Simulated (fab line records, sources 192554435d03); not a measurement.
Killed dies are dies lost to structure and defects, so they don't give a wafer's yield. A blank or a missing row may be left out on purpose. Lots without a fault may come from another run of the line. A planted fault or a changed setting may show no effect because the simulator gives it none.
fab line records | flow n5_finfet
record lots=24 wafers=72 last_day=18
route steps=1938 shown BEOL_M10@1473 BEOL_M11@1552
lots that met no fault: from a run of the same line without faults
start_h: hours from the record's first day to the start of the lot's first wafer shown | wait_h: hours since the lot's step before | " the same as in the row above | L1.1+2: a row that stands for several wafers | - no value, or no start given | * or withheld: withheld | < > ~ a bound
route shown NAME@n: a module of which the file shows steps, and the number in the route of the first | usual: mean/standard deviation of fault-free wafers | same: alike in all rows | chamber/n: place in a boat | sites: the reading at each site | _std_site: their standard deviation | _edge_site: outer sites' mean less inner sites' | radius_mm: how far each site lies from the wafer's centre | mask NAME#n: copy n | behind: the tool/chamber that last shaped the wafer | hold: why the lot was held/for how many hours/how that ended | device: the transistor (n, p or np) that didn't switch | end of line: the same wafers' tests at the end of the route | a step without rows: its recipe alone | killed: dies lost to structure and defects at the first sort, not the wafer's yield | map: a wafer's dies, x killed, . not, _ none there
set.NAME: the setting as run; set.NAME@STEP: as run at that earlier step | model.NAME: the simulator's own value behind a step, which no gauge read
steps of the route over a sample of lots; a table a step, a row a wafer
services: from which hour (start_h, from the record's first day; less than 0 if before it) a tool's chamber was out of use, for how many hours, and why
## steps
# step N5_BEOL_M10_PECVD_70
# recipe material=SiO2 target_thk_a=200 temp_c=400 precursor=TEOS/O2 pressure_torr=5.5 rf_w=450 teos_flow_sccm=53.8 gas=O2 flow_sccm=3000 time_s=22.7
# usual heater_power_w=701/100 showerhead_plenum_p_Torr=8.81/0.068 throttle_valve_pct=22.3/0.72
# columns lot.wafer tool chamber start_h wait_h heater_power_w showerhead_plenum_p_Torr throttle_valve_pct
L075.2 pecvd-02 2 218.91 0.0 695 8.92 21.2
L075.4 " 0 " " 663 8.86 23.7
L075.5 " 2 " " 690 8.89 21.0
L076.1 pecvd-03 0 231.10 0.0 648 8.86 23.0
L076.4 " 1 " " 886 8.78 21.8
L076.5 " 2 " " 703 8.76 21.2
L074.2 pecvd-01 1 231.62 0.0 821 8.84 22.4
L074.3 " 0 " " 665 8.78 23.0
L074.6 " 1 " " 823 8.87 21.7
L077.3 pecvd-01 1 241.81 0.0 813 8.85 22.1
L077.5 " 2 " " 702 8.70 21.7
L077.6 " 0 " " 629 8.80 22.8
L079.2 pecvd-01 2 261.48 0.0 694 8.72 22.1
L079.3 " 0 " " 584 8.80 23.0
L079.6 " 0 " " 585 8.77 23.0
L078.1 pecvd-02 2 262.20 0.0 687 8.92 21.4
L078.2 " 0 " " 677 8.85 23.6
L078.5 " 2 " " 680 8.88 21.3
L082.3 pecvd-03 2 268.91 0.0 623 8.74 21.5
L082.5 " 0 " " 608 8.85 23.0
L082.6 " 1 " " 800 8.80 21.7
L080.2 pecvd-03 0 269.04 0.0 643 8.87 22.9
L080.3 " 2 " " 597 8.74 21.3
L080.5 " 2 " " 601 8.72 21.4
L081.1 pecvd-02 1 270.02 0.0 760 8.90 22.6
L081.3 " 0 " " 621 8.89 23.7
L081.6 " 1 " " 760 8.91 22.8
L083.1 pecvd-03 0 278.65 0.0 607 8.88 22.8
L083.2 " 1 " " 864 8.77 21.5
L083.6 " 2 " " 636 8.75 21.2
L085.1 pecvd-02 2 280.31 0.0 713 8.88 21.7
L085.3 " 1 " " 749 8.90 22.9
L085.6 " 1 " " 769 8.92 22.6
L084.1 pecvd-01 2 280.63 0.0 694 8.70 22.0
L084.4 " 0 " " 601 8.76 23.1
L084.5 " 2 " " 727 8.73 22.0
L087.2 pecvd-02 0 297.73 0.0 658 8.86 23.9
L087.3 " 2 " " 735 8.92 21.2
L087.5 " 1 " " 772 8.93 22.6
L086.3 pecvd-03 1 298.94 0.0 864 8.78 21.8
L086.4 " 1 " " 885 8.77 21.9
L086.5 " 0 " " 589 8.87 23.0
L088.3 pecvd-01 1 303.20 0.0 941 8.84 22.1
L088.5 " 1 " " 928 8.85 22.2
L088.6 " 2 " " 667 8.72 22.1
L089.1 pecvd-03 2 312.51 0.0 589 8.76 21.5
L089.2 " 1 " " 770 8.74 21.9
L089.3 " 0 " " 627 8.86 23.1
L090.2 pecvd-03 1 319.10 0.0 859 8.77 21.9
L090.3 " 0 " " 652 8.87 22.9
L090.4 " 0 " " 653 8.87 23.0
L091.1 pecvd-03 0 321.69 0.0 672 8.88 22.6
L091.2 " 1 " " 749 8.76 21.9
L091.4 " 1 " " 746 8.78 21.9
L092.1 pecvd-03 1 327.95 0.0 910 8.76 22.0
L092.2 " 2 " " 587 8.72 21.4
L092.3 " 0 " " 677 8.88 23.0
L095.2 pecvd-01 1 345.16 0.0 889 8.85 22.1
L095.3 " 0 " " 610 8.76 23.1
L095.6 " 2 " " 696 8.69 22.3
L093.1 pecvd-03 2 346.70 0.0 582 8.75 21.6
L093.3 " 0 " " 595 8.88 22.9
L093.5 " 2 " " 594 8.73 21.7
L096.1 pecvd-01 1 354.39 0.0 843 8.84 21.9
L096.3 " 2 " " 662 8.72 22.3
L096.4 " 0 " " 599 8.78 22.5
L094.1 pecvd-03 2 354.68 0.0 673 8.74 21.7
L094.4 " 1 " " 907 8.81 21.7
L094.5 " 0 " " 618 8.88 23.0
L097.3 pecvd-03 0 366.34 0.0 642 8.87 22.9
L097.5 " 1 " " 830 8.78 21.9
L097.6 " 2 " " 635 8.73 21.4
# step N5_BEOL_M10_CD_MEAS_28
# recipe target_cd_nm=70 landing_energy_ev=500 detector=se_inlens polarity=opening
# usual cd_nm=70.3/0.98
# columns lot.wafer tool chamber start_h wait_h cd_nm
L075.2 cd_sem-03 0 227.42 - 69.9
L075.4 " 0 " " 70.8
L075.5 " 0 " " 70.9
L076.1 cd_sem-02 0 234.52 - 71.2
L076.4 " 0 " " 70.3
L076.5 " 0 " " 70.2
L074.2 cd_sem-02 0 238.33 - 70.5
L074.3 " 0 " " 68.7
L074.6 " 0 " " 70.1
L077.3 cd_sem-03 0 244.98 - 69.7
L077.5 " 0 " " 70.1
L077.6 " 0 " " 70.5
L079.2 cd_sem-02 0 266.40 - 71.2
L079.3 " 0 " " 69.0
L079.6 " 0 " " 69.9
L078.1 cd_sem-02 0 266.56 - 70.5
L078.2 " 0 " " 71.3
L078.5 " 0 " " 69.3
L082.3 cd_sem-02 0 272.37 - 69.3
L082.5 " 0 " " 70.5
L082.6 " 0 " " 69.0
L080.2 cd_sem-01 0 272.63 - 69.3
L080.3 " 0 " " 68.9
L080.5 " 0 " " 70.9
L081.1 cd_sem-02 0 274.35 - 68.2
L081.3 " 0 " " 69.1
L081.6 " 0 " " 67.5
L083.1 cd_sem-01 0 281.20 - 70.5
L083.2 " 0 " " 70.9
L083.6 " 0 " " 70.9
L085.1 cd_sem-03 0 283.28 - 71.8
L085.3 " 0 " " 70.3
L085.6 " 0 " " 71.5
L084.1 cd_sem-02 0 283.54 - 71.8
L084.4 " 0 " " 70.8
L084.5 " 0 " " 71.4
L087.2 cd_sem-03 0 301.88 - 70.3
L087.3 " 0 " " 70.7
L087.5 " 0 " " 69.3
L086.3 cd_sem-02 0 304.89 - 69.9
L086.4 " 0 " " 70.0
L086.5 " 0 " " 70.6
L088.3 cd_sem-02 0 309.07 - 71.1
L088.5 " 0 " " 71.2
L088.6 " 0 " " 71.1
L089.1 cd_sem-03 0 314.44 - 70.1
L089.2 " 0 " " 69.0
L089.3 " 0 " " 68.9
L090.2 cd_sem-02 0 323.93 - 70.5
L090.3 " 0 " " 71.9
L090.4 " 0 " " 71.2
L091.1 cd_sem-02 0 324.10 - 69.8
L091.2 " 0 " " 70.7
L091.4 " 0 " " 70.5
L092.1 cd_sem-03 0 334.48 - 69.9
L092.2 " 0 " " 69.6
L092.3 " 0 " " 69.2
L095.2 cd_sem-02 0 346.59 - 70.9
L095.3 " 0 " " 69.8
L095.6 " 0 " " 69.7
L093.1 cd_sem-02 0 350.65 - 71.5
L093.3 " 0 " " 71.8
L093.5 " 0 " " 71.6
L096.1 cd_sem-01 0 359.71 - 72.0
L096.3 " 0 " " 71.9
L096.4 " 0 " " 72.3
L094.1 cd_sem-02 0 359.88 - 69.6
L094.4 " 0 " " 70.5
L094.5 " 0 " " 69.0
L097.3 cd_sem-03 0 371.44 - 71.6
L097.5 " 0 " " 70.7
L097.6 " 0 " " 71.2
# step N5_BEOL_M10_INSPECT_30
# recipe mode=adi inspect_instrument=brightfield
# usual raw_defect_count=390/84
# columns lot.wafer tool chamber start_h wait_h raw_defect_count
L075.2 defect_inspect-01 - 227.48 0.0 321
L075.4 " - " " 322
L075.5 " - " " 331
L076.1 defect_inspect-02 - 234.57 0.0 449
L076.4 " - " " 517
L076.5 " - " " 295
L074.2 defect_inspect-02 - 238.38 0.0 578
L074.3 " - " " 546
L074.6 " - " " 513
L077.3 defect_inspect-01 - 245.03 0.0 350
L077.5 " - " " 580
L077.6 " - " " 483
L079.2 defect_inspect-02 - 266.45 0.0 483
L079.3 " - " " 463
L079.6 " - " " 493
L078.1 defect_inspect-02 - 266.62 0.0 347
L078.2 " - " " 369
L078.5 " - " " 416
L082.3 defect_inspect-02 - 272.43 0.0 385
L082.5 " - " " 349
L082.6 " - " " 289
L080.2 defect_inspect-01 - 272.69 0.0 291
L080.3 " - " " 389
L080.5 " - " " 476
L081.1 defect_inspect-01 - 274.41 0.0 380
L081.3 " - " " 381
L081.6 " - " " 451
L083.1 defect_inspect-02 - 281.25 0.0 372
L083.2 " - " " 364
L083.6 " - " " 486
L085.1 defect_inspect-01 - 283.33 0.0 285
L085.3 " - " " 287
L085.6 " - " " 272
L084.1 defect_inspect-02 - 283.59 0.0 325
L084.4 " - " " 371
L084.5 " - " " 322
L087.2 defect_inspect-01 - 301.94 0.0 343
L087.3 " - " " 385
L087.5 " - " " 412
L086.3 defect_inspect-02 - 304.94 0.0 247
L086.4 " - " " 290
L086.5 " - " " 405
L088.3 defect_inspect-02 - 309.13 0.0 414
L088.5 " - " " 433
L088.6 " - " " 364
L089.1 defect_inspect-01 - 314.49 0.0 275
L089.2 " - " " 244
L089.3 " - " " 272
L090.2 defect_inspect-02 - 323.99 0.0 370
L090.3 " - " " 396
L090.4 " - " " 372
L091.1 defect_inspect-01 - 324.15 0.0 478
L091.2 " - " " 405
L091.4 " - " " 308
L092.1 defect_inspect-02 - 334.54 0.0 433
L092.2 " - " " 396
L092.3 " - " " 370
L095.2 defect_inspect-02 - 346.64 0.0 388
L095.3 " - " " 553
L095.6 " - " " 475
L093.1 defect_inspect-02 - 350.71 0.0 258
L093.3 " - " " 241
L093.5 " - " " 295
L096.1 defect_inspect-02 - 359.77 0.0 379
L096.3 " - " " 401
L096.4 " - " " 343
L094.1 defect_inspect-01 - 359.93 0.0 309
L094.4 " - " " 540
L094.5 " - " " 420
L097.3 defect_inspect-01 - 371.49 0.0 458
L097.5 " - " " 543
L097.6 " - " " 570
# step N5_BEOL_M10_TRENCH_ETCH_37
# recipe chemistry=C4F6/O2 target_depth_a=1488.3 target=SiCOH_lowk time_s=48 ion_energy_ev=250 pressure_mtorr=30 source_w=345 bias_w=185 Ar_flow_sccm=300 C4F6_flow_sccm=10 O2_flow_sccm=10
# usual O2_flow_sccm=9.999/0.029 drypump_motor_current_A=5.8/0.54 mfc_ar_sccm=300.0/0.93 oes_product_au=0.77/0.077 rf_vpp_V=662/12 showerhead_plenum_p_Torr=2.83/0.078 throttle_valve_pct=21.03/0.26
# columns lot.wafer tool chamber start_h wait_h O2_flow_sccm drypump_motor_current_A mfc_ar_sccm oes_product_au rf_hours_counter_h rf_vpp_V showerhead_plenum_p_Torr throttle_valve_pct
L075.2 rie_diel-02 1 - - 10.000 6.6 301.0 0.71 182 673 2.83 21.23
L075.4 " 2 " " 10.021 5.8 300.4 0.74 192 671 2.94 20.94
L075.5 " 1 " " 9.961 6.6 301.9 0.72 - 674 2.83 21.21
L076.1 rie_diel-04 0 - - 9.980 6.8 300.2 0.70 218 671 2.70 21.32
L076.4 " 3 " " 9.949 5.3 299.7 0.74 186 670 2.73 21.18
L076.5 " 1 " " 9.989 6.0 301.2 0.70 - 672 2.80 21.29
L074.2 rie_diel-01 3 - - 10.003 6.2 298.1 0.80 79 656 2.88 20.50
L074.3 " 2 " " 9.967 5.1 298.7 0.78 111 683 2.75 20.92
L074.6 " 2 " " 10.028 5.1 299.7 0.77 - 685 2.75 20.90
L077.3 rie_diel-02 2 - - 9.965 5.8 299.9 0.73 200 674 2.94 20.98
L077.5 " 0 " " 10.056 5.6 300.0 0.91 - 656 2.91 20.85
L077.6 " 3 " " 9.967 5.0 301.0 0.71 - 646 2.82 21.38
L079.2 rie_diel-01 3 - - 9.964 6.2 301.0 0.77 89 655 2.88 20.53
L079.3 " 2 " " 9.989 5.1 300.0 0.76 121 683 2.75 20.93
L079.6 " 0 " " 9.934 5.3 301.9 0.82 - 646 2.89 21.03
L078.1 rie_diel-02 0 - - 10.009 5.6 300.1 0.90 15 657 2.90 20.86
L078.2 " 3 " " 9.986 5.0 298.8 0.71 212 645 2.81 21.40
L078.5 " 0 " " 10.013 5.6 299.6 0.90 - 658 2.90 20.86
L082.3 rie_diel-02 2 - - 9.989 5.8 299.6 0.72 210 671 2.93 20.98
L082.5 " 1 " " 9.979 6.6 299.9 0.70 - 672 2.83 21.25
L082.6 " 3 " " 10.001 5.0 300.0 0.71 - 646 2.81 21.39
L080.2 rie_diel-01 3 - - 9.970 6.3 300.2 0.77 90 655 2.87 20.52
L080.3 " 1 " " 10.038 5.5 299.6 0.78 100 664 2.90 20.96
L080.5 " 3 " " 9.935 6.3 299.4 0.78 - 655 2.88 20.54
L081.1 rie_diel-04 2 - - 9.960 6.2 299.7 0.83 81 648 2.74 20.59
L081.3 " 3 " " 9.988 5.3 300.3 0.73 200 669 2.73 21.20
L081.6 " 0 " " 9.979 6.8 299.9 0.69 - 671 2.70 21.34
L083.1 rie_diel-02 0 - - 10.025 5.6 300.2 0.88 16 657 2.90 20.86
L083.2 " 3 " " 9.989 5.0 299.7 0.71 218 646 2.81 21.40
L083.6 " 3 " " 9.976 5.0 298.8 0.70 - 646 2.81 21.41
L085.1 rie_diel-02 1 - - 10.029 6.6 300.8 0.70 205 673 2.82 21.24
L085.3 " 0 " " 10.027 5.6 300.2 0.89 17 656 2.90 20.85
L085.6 " 1 " " 10.037 6.6 301.0 0.69 - 673 2.82 21.27
L084.1 rie_diel-02 3 - - 10.008 5.0 299.1 0.70 219 645 2.81 21.40
L084.4 " 1 " " 9.980 6.6 299.9 0.70 205 673 2.82 21.26
L084.5 " 2 " " 10.019 5.8 302.1 0.72 - 670 2.93 20.99
L087.2 rie_diel-04 1 - - 10.046 6.0 298.5 0.95 5 672 2.79 20.95
L087.3 " 2 " " 10.003 6.1 299.0 0.81 93 649 2.74 20.63
L087.5 " 3 " " 9.984 5.3 299.7 0.72 - 668 2.72 21.22
L086.3 rie_diel-02 0 - - 9.954 5.6 298.9 0.86 25 656 2.90 20.86
L086.4 " 2 " " 9.942 5.8 300.6 0.72 222 672 2.93 21.00
L086.5 " 0 " " 9.971 5.6 299.4 0.86 - 655 2.90 20.88
L088.3 rie_diel-02 3 - - 10.000 5.0 300.5 0.70 227 646 2.81 21.41
L088.5 " 0 " " 9.971 5.6 300.4 0.86 - 655 2.90 20.87
L088.6 " 3 " " 9.983 5.0 301.7 0.70 - 646 2.81 21.44
L089.1 rie_diel-02 3 - - 10.002 5.0 297.4 0.69 228 644 2.81 21.41
L089.2 " 0 " " 10.002 5.6 299.8 0.85 28 655 2.90 20.87
L089.3 " 2 " " 9.975 5.8 298.5 0.71 224 672 2.92 21.01
L090.2 rie_diel-04 1 - - 10.034 6.0 300.6 0.94 15 672 2.78 20.97
L090.3 " 2 " " 10.014 6.2 299.4 0.80 104 648 2.73 20.61
L090.4 " 1 " " 10.022 6.0 300.9 0.93 - 673 2.78 20.97
L091.1 rie_diel-01 3 - - 9.956 6.2 300.7 0.76 108 655 2.87 20.56
L091.2 " 2 " " 10.054 5.2 300.4 0.75 141 683 2.74 20.96
L091.4 " 1 " " 10.005 5.5 299.4 0.77 117 663 2.89 20.99
L092.1 rie_diel-02 2 - - 9.990 5.8 301.4 0.71 232 671 2.92 21.02
L092.2 " 3 " " 9.982 5.0 298.9 0.70 236 646 2.80 21.43
L092.3 " 1 " " 10.009 6.6 299.9 0.68 222 672 2.82 21.30
L095.2 rie_diel-04 3 - - 9.972 5.3 300.6 0.71 231 669 2.71 21.26
L095.3 " 2 " " 10.034 6.1 299.1 0.80 113 648 2.73 20.65
L095.6 " 3 " " 9.969 5.3 298.8 0.71 - 669 2.71 21.24
L093.1 rie_diel-04 0 - - 10.002 6.8 300.0 0.97 6 681 3.02 21.03
L093.3 " 2 " " 10.039 6.1 298.5 0.80 114 648 2.73 20.64
L093.5 " 2 " " 9.982 6.1 300.3 0.80 - 649 2.73 20.65
L096.1 rie_diel-01 3 - - 10.008 6.3 300.6 0.75 120 655 2.86 20.57
L096.3 " 0 " " 10.003 5.3 300.5 0.79 106 643 2.88 21.09
L096.4 " 1 " " 10.036 5.4 300.9 0.76 130 664 2.89 21.03
L094.1 rie_diel-04 3 - - 10.003 5.3 300.1 0.70 235 668 2.71 21.27
L094.4 " 2 " " 9.993 6.2 299.7 0.79 117 649 2.73 20.65
L094.5 " 3 " " 10.011 5.3 302.2 0.71 - 669 2.71 21.27
L097.3 rie_diel-01 3 - - 9.996 6.3 300.7 0.75 124 656 2.86 20.58
L097.5 " 0 " " 9.961 5.3 300.7 0.78 - 646 2.87 21.08
L097.6 " 3 " " 10.003 6.3 299.7 0.75 - 655 2.86 20.58
# step N5_BEOL_M10_SURFACE_TREAT_76
# recipe gas=Ar time_s=* ion_energy_ev=* ion_current_ma_cm2=0.5 pressure_mtorr=* ar_flow_sccm=30
# usual throttle_valve_pct=*
# columns lot.wafer tool chamber start_h wait_h throttle_valve_pct
L075.2 pvd_sputter-01 - 229.09 0.2 *
L075.4 " - " " *
L075.5 " - " " *
L076.1 pvd_sputter-02 - 236.51 0.2 *
L076.4 " - " " *
L076.5 " - " " *
L074.2 pvd_sputter-03 - 239.83 0.2 *
L074.3 " - " " *
L074.6 " - " " *
L077.3 pvd_sputter-03 - 246.53 0.2 *
L077.5 " - " " *
L077.6 " - " " *
L079.2 pvd_sputter-02 - 268.24 0.2 *
L079.3 " - " " *
L079.6 " - " " *
L078.1 pvd_sputter-01 - 268.61 0.3 *
L078.2 " - " " *
L078.5 " - " " *
L082.3 pvd_sputter-01 - 274.98 0.6 *
L082.5 " - " " *
L082.6 " - " " *
L080.2 pvd_sputter-01 - 275.42 0.2 *
L080.3 " - " " *
L080.5 " - " " *
L081.1 pvd_sputter-01 - 277.57 0.8 *
L081.3 " - " " *
L081.6 " - " " *
L083.1 pvd_sputter-02 - 283.52 0.5 *
L083.2 " - " " *
L083.6 " - " " *
L085.1 pvd_sputter-03 - 284.91 0.2 *
L085.3 " - " " *
L085.6 " - " " *
L084.1 pvd_sputter-03 - 287.39 1.6 *
L084.4 " - " " *
L084.5 " - " " *
L087.2 pvd_sputter-03 - 305.66 0.3 *
L087.3 " - " " *
L087.5 " - " " *
L086.3 pvd_sputter-01 - 306.84 0.3 *
L086.4 " - " " *
L086.5 " - " " *
L088.3 pvd_sputter-03 - 311.62 0.2 *
L088.5 " - " " *
L088.6 " - " " *
L089.1 pvd_sputter-02 - 318.68 1.0 *
L089.2 " - " " *
L089.3 " - " " *
L090.2 pvd_sputter-03 - 325.81 0.3 *
L090.3 " - " " *
L090.4 " - " " *
L091.1 pvd_sputter-01 - 326.35 0.2 *
L091.2 " - " " *
L091.4 " - " " *
L092.1 pvd_sputter-03 - 336.41 0.2 *
L092.2 " - " " *
L092.3 " - " " *
L095.2 pvd_sputter-02 - 348.40 0.2 *
L095.3 " - " " *
L095.6 " - " " *
L093.1 pvd_sputter-03 - 352.90 0.3 *
L093.3 " - " " *
L093.5 " - " " *
L096.1 pvd_sputter-02 - 361.65 0.2 *
L096.3 " - " " *
L096.4 " - " " *
L094.1 pvd_sputter-02 - 362.65 0.7 *
L094.4 " - " " *
L094.5 " - " " *
L097.3 pvd_sputter-01 - 373.09 0.2 *
L097.5 " - " " *
L097.6 " - " " *
# step N5_BEOL_M11_DESCUM_16
# recipe chemistry=O2 time_s=7.9 source_power_w=50 bias_power_w=20 pressure_mtorr=20 rf_frequency_hz=2.712e+07 temp_c=40 resist=CAR-ArF o2_flow_sccm=225
# usual drypump_motor_current_A=5.41/0.27 oes_product_au=0.79/0.1 rf_vpp_V=243.4/1.2 showerhead_plenum_p_Torr=2.11/0.05 throttle_valve_pct=20.40/0.25
# columns lot.wafer tool chamber start_h wait_h drypump_motor_current_A oes_product_au rf_hours_counter_h rf_vpp_V showerhead_plenum_p_Torr throttle_valve_pct
L075.2 rie_diel-03 2 232.89 0.0 5.29 0.67 246 241.1 2.07 20.64
L075.4 " 1 " " 5.28 0.79 - 243.6 2.21 20.42
L075.5 " 0 " " 5.94 0.69 - 242.3 2.07 20.18
L076.1 rie_diel-05 3 239.90 0.0 5.30 0.73 178 242.2 2.08 20.47
L076.4 " 2 " " 5.67 0.90 23 243.1 2.13 20.11
L076.5 " 2 " " 5.68 0.90 - 242.1 2.13 20.11
L074.2 rie_diel-06 1 243.22 0.0 5.43 0.94 14 244.3 2.13 20.11
L074.3 " 3 " " 5.35 0.69 186 242.8 2.08 20.67
L074.6 " 0 " " 5.08 0.72 - 244.5 2.18 20.40
L077.3 rie_diel-06 1 249.92 0.1 5.43 0.93 17 243.6 2.13 20.10
L077.5 " 0 " " 5.09 0.72 - 245.3 2.18 20.42
L077.6 " 3 " " 5.30 0.68 - 242.0 2.08 20.68
L079.2 rie_diel-03 3 272.72 0.2 5.15 0.95 7 244.7 2.12 20.21
L079.3 " 1 " " 5.28 0.78 88 244.5 2.21 20.44
L079.6 " 0 " " 5.92 0.69 - 241.9 2.07 20.19
L078.1 rie_diel-05 3 273.34 0.1 5.31 0.72 189 241.8 2.07 20.50
L078.2 " 0 " " 5.06 0.96 17 243.7 2.12 20.28
L078.5 " 2 " " 5.66 0.89 - 243.7 2.13 20.14
L082.3 rie_diel-03 3 278.58 0.0 5.15 0.94 10 242.3 2.12 20.21
L082.5 " 2 " " 5.26 0.94 - 242.8 2.06 20.25
L082.6 " 3 " " 5.15 0.94 - 242.9 2.12 20.21
L080.2 rie_diel-03 1 278.95 0.0 5.28 0.78 91 244.5 2.21 20.44
L080.3 " 3 " " 5.14 0.96 11 243.0 2.12 20.22
L080.5 " 3 " " 5.15 0.95 - 244.8 2.12 20.21
L081.1 rie_diel-05 1 282.32 0.3 5.46 0.88 55 241.8 2.04 20.09
L081.3 " 2 " " 5.67 0.87 36 243.5 2.13 20.15
L081.6 " 1 " " 5.47 0.87 - 241.7 2.04 20.07
L083.1 rie_diel-06 2 288.82 0.0 5.89 0.72 218 242.4 2.08 20.84
L083.2 " 3 " " 5.34 0.68 199 242.2 2.08 20.69
L083.6 " 1 " " 5.40 0.90 - 244.4 2.12 20.13
L085.1 rie_diel-06 1 289.51 0.5 5.44 0.89 28 244.1 2.12 20.13
L085.3 " 3 " " 5.35 0.69 199 243.3 2.08 20.70
L085.6 " 1 " " 5.44 0.90 - 243.1 2.12 20.12
L084.1 rie_diel-06 3 291.06 0.0 5.31 0.68 200 241.4 2.08 20.70
L084.4 " 3 " " 5.32 0.69 - 244.2 2.08 20.68
L084.5 " 1 " " 5.41 0.90 - 242.9 2.12 20.13
L087.2 rie_diel-03 2 310.35 0.6 5.27 0.93 14 242.6 2.06 20.25
L087.3 " 0 " " 5.94 0.69 233 242.0 2.06 20.21
L087.5 " 1 " " 5.29 0.78 - 245.3 2.20 20.45
L086.3 rie_diel-05 2 312.23 0.0 5.67 0.88 40 245.0 2.13 20.15
L086.4 " 1 " " 5.44 0.86 - 242.7 2.04 20.09
L086.5 " 3 " " 5.28 0.71 - 243.9 2.07 20.52
L088.3 rie_diel-06 2 315.36 0.0 5.90 0.71 227 241.9 2.07 20.85
L088.5 " 0 " " 5.09 0.72 - 245.1 2.18 20.42
L088.6 " 3 " " 5.33 0.69 - 243.7 2.08 20.72
L089.1 rie_diel-06 3 321.93 0.0 5.28 0.67 210 242.3 2.07 20.72
L089.2 " 1 " " 5.45 0.89 37 243.2 2.12 20.14
L089.3 " 0 " " 5.10 0.71 189 245.1 2.18 20.43
L090.2 rie_diel-05 2 330.93 0.0 5.67 0.87 45 243.0 2.12 20.17
L090.3 " 1 " " 5.42 0.86 75 242.1 2.04 20.10
L090.4 " 3 " " 5.34 0.70 210 242.3 2.06 20.51
L091.1 rie_diel-03 3 331.82 0.0 5.16 0.90 27 243.7 2.11 20.23
L091.2 " 0 " " 5.92 0.68 240 243.9 2.06 20.22
L091.4 " 1 " " 5.28 0.77 107 243.7 2.20 20.48
L092.1 rie_diel-06 0 339.50 0.0 5.08 0.71 194 243.3 2.17 20.43
L092.2 " 1 " " 5.46 0.88 42 244.7 2.12 20.15
L092.3 " 2 " " 5.91 0.71 233 242.2 2.07 20.88
L095.2 rie_diel-03 2 352.29 0.2 5.23 0.88 27 243.9 2.06 20.27
L095.3 " 0 " " 5.94 0.67 247 242.1 2.06 20.23
L095.6 " 1 " " 5.30 0.75 - 245.4 2.20 20.49
L093.1 rie_diel-03 3 360.59 0.0 5.16 0.88 36 244.8 2.11 20.26
L093.3 " 1 " " 5.28 0.75 117 243.7 2.20 20.47
L093.5 " 1 " " 5.29 0.76 - 244.8 2.20 20.50
L096.1 rie_diel-06 0 368.93 0.0 5.08 0.70 203 244.1 2.17 20.46
L096.3 " 3 " " 5.31 0.67 224 241.5 2.07 20.74
L096.4 " 1 " " 5.47 0.87 51 243.8 2.11 20.15
L094.1 rie_diel-03 1 369.10 0.0 5.27 0.75 119 243.7 2.20 20.50
L094.4 " 2 " " 5.25 0.87 - 242.7 2.05 20.29
L094.5 " 3 " " 5.16 0.88 - 245.4 2.11 20.25
L097.3 rie_diel-06 1 376.66 0.1 5.43 0.85 53 244.1 2.11 20.17
L097.5 " 3 " " 5.34 0.66 - 242.8 2.07 20.73
L097.6 " 2 " " 5.91 0.69 - 242.1 2.07 20.90
## services
# columns tool chamber start_h hours kind
pecvd-01 - 200.46 0.3 repair
pecvd-03 - 201.67 6.0 pm
rie_diel-03 3 207.89 9.7 repair
rie_diel-03 - 223.67 1.2 repair
rie_diel-06 3 226.39 4.2 repair
rie_diel-01 - 226.88 11.4 repair
rie_diel-06 2 227.03 16.7 repair
pecvd-01 2 232.52 6.1 repair
pvd_sputter-02 - 239.55 2.6 repair
rie_diel-03 - 252.99 2.8 pm
rie_diel-03 3 257.10 10.3 repair
pecvd-01 - 261.97 1.2 repair
rie_diel-02 0 269.78 9.7 repair
rie_diel-01 - 271.78 1.1 repair
rie_diel-03 0 275.51 4.4 repair
rie_diel-03 - 281.98 0.1 repair
rie_diel-06 0 287.29 12.3 repair
rie_diel-05 2 295.07 17.0 repair
pvd_sputter-01 - 306.96 5.3 repair
rie_diel-05 2 316.07 4.0 repair
rie_diel-03 3 317.28 3.7 repair
pecvd-03 1 341.80 5.4 repair
pvd_sputter-01 - 347.23 7.8 repair
pvd_sputter-01 - 365.53 1.5 repair
## key
fault none
